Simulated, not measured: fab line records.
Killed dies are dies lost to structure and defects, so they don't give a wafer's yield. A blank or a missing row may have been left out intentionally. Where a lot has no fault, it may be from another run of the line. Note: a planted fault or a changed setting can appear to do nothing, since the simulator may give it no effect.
Chamber matching ; flow n5-finfet ; N5_BEOL_M7_STRIP_19 on rie-diel-03: 4 sister chambers
The step strips in O2. 20 wafers are shown with their chamber, then 10 later ones without.

== WAFERS PAIRED WITH THEIR CHAMBERS ==
wafer;chamber;showerhead-plenum-p-Torr (Torr);drypump-motor-current-A (A);throttle-valve-pct (%)
L076.2;3;2.23;5.6;16.4
L076.3;1;2.00;6.0;16.9
L076.6;2;2.12;5.0;16.9
L077.1;2;2.12;5.0;16.9
L077.2;1;2.00;6.0;16.9
L077.4;0;2.09;5.9;16.7
L078.1;2;2.12;5.0;16.9
L078.2;1;2.00;6.0;16.9
L078.6;3;2.23;5.6;16.4
L081.1;2;2.12;5.0;16.9
L081.3;3;2.23;5.6;16.4
L081.6;3;2.23;5.7;16.4
L082.2;0;2.09;5.9;16.7
L082.3;2;2.11;5.0;16.9
L082.6;3;2.23;5.7;16.4
L087.2;3;2.22;5.6;16.5
L087.4;2;2.11;5.1;16.9
L087.6;0;2.08;5.9;16.8
L089.2;2;2.11;5.0;16.9
L089.4;3;2.22;5.7;16.4

SIGNATURES (means of the wafers above)
reading;chamber 0;chamber 1;chamber 2;chamber 3;scatter within a chamber
showerhead-plenum-p-Torr;2.0867;2.0000;2.1157;2.2271;0.00488
drypump-motor-current-A;5.900;6.000;5.014;5.643;0.0401
throttle-valve-pct;16.733;16.900;16.900;16.414;0.0309
Rule: distance of a wafer from a chamber = root of the sum over the readings of ((wafer's reading minus chamber's mean) / reading's scatter) squared. The wafer belongs to the nearest chamber; if the next one is less than 2 further off, it can't be placed. The scatter: the root of (the sum of the squares of (reading less its chamber's mean) over the shown wafers, divided by (wafers less chambers)).

== WAFERS WHOSE CHAMBER IS MISSING ==
wafer;showerhead-plenum-p-Torr (Torr);drypump-motor-current-A (A);throttle-valve-pct (%)
L089.6;1.99;6.0;16.9
L094.1;1.99;6.0;16.9
L094.3;2.08;5.9;16.8
L094.6;2.21;5.6;16.5
L096.1;1.98;6.0;16.9
L096.4;2.08;5.9;16.8
L096.5;2.21;5.6;16.5
L097.1;2.21;5.6;16.5
L097.4;1.99;6.0;16.9
L097.6;1.99;6.0;16.9

== WHICH CHAMBER EACH ONE RAN IN ==
wafer;from the rows above;in truth
L089.6;1;1
L094.1;1;1
L094.3;0;0
L094.6;3;3
L096.1;1;1
L096.4;0;0
L096.5;3;3
L097.1;3;3
L097.4;1;1
L097.6;1;1
Placed correctly: 10 of 10. Not placeable from these rows: 0. Placed wrongly: 0.
